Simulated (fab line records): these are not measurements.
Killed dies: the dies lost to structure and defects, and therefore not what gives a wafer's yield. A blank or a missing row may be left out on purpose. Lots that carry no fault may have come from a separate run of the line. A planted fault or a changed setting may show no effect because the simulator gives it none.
Which tool did it? ; flow nandHarc ; 18 wafers from 6 lots sampled at 5 of the route's 1302 steps

== WHAT EACH GAUGE READ, for each wafer ==
NHARC_END_SORT_01.
lot;measured;on;defectLimitedYield (%)
L448;day 28 09:01;prober-02;0 0 0
L457;day 31 12:09;prober-02;88.9 89.5 92.2

== TOOL THAT RAN EACH LOT (tool first, then ch and the chambers of the sampled wafers, then the start) ==
lot;NHARC_A_M0_DEP_32;NHARC_A_M1_ETCH_28;NHARC_A_M1_PVD_21;NHARC_A_M1_ANNEAL_31
L442;pecvd-01 ch 0,1, day 24 01:59;rieDiel-05 ch 0,2,3, day 24 04:56 or earlier;pvdSputter-01, day 24 04:56;rtpAnneal-02 ch 0, day 24 05:35
L447;pecvd-03 ch 1,2, day 25 22:49;rieDiel-05 ch 0,2, day 26 01:23 or earlier;pvdSputter-02, day 26 01:23;rtpAnneal-02 ch 0, day 26 01:57
L448;pecvd-03 ch 0,1, day 26 16:50;rieDiel-10 ch 0,1,3, day 26 19:29 or earlier;pvdSputter-01, day 26 19:29;rtpAnneal-02 ch 0, day 26 19:59
L457;pecvd-01 ch 0,1, day 29 19:19;rieDiel-10 ch 1,2, day 29 21:58 or earlier;pvdSputter-01, day 29 21:58;rtpAnneal-01 ch 0, day 29 22:41
L463;pecvd-01 ch 0,1,2, day 32 16:12;rieDiel-12 ch 0,2,3, day 32 18:47 or earlier;pvdSputter-03, day 32 18:47;rtpAnneal-02 ch 0, day 32 19:17
L460;pecvd-01 ch 0,1,2, day 32 20:57;rieDiel-12 ch 1,2,3, day 32 23:41 or earlier;pvdSputter-02, day 32 23:41;rtpAnneal-02 ch 0, day 33 00:16
- NHARC_A_M0_DEP_32: deposits SiCN, target thk 30 nm.
- NHARC_A_M1_ETCH_28: etches the open film in CF4/N2, target depth 30 nm, time 72.99 s.
- NHARC_A_M1_PVD_21: deposits Cu, target thk 30 nm, time 20.49 s.
- NHARC_A_M1_ANNEAL_31: time 90 s.

== THE ANSWER, worked out from the rows above alone ==
Rule: the usual values come from the lots themselves. The widest of any qualifying gaps counts: lots, ordered by their means at a reading, are off when they make up no more than a third of the lots, leave a main group of 4 or more, and stand apart from it by 3 or more times the standard deviation of that group's means. If all means in a main group match to the digits the tables above print for the reading, that group is not used. Also off: a lot with no number at a reading for which 4 or more lots have one. All remaining lots with rows at the step are treated as sound.
Nothing can be told from this: no lot is off at any reading shown.

== WHAT THE SIMULATOR PUT IN ==
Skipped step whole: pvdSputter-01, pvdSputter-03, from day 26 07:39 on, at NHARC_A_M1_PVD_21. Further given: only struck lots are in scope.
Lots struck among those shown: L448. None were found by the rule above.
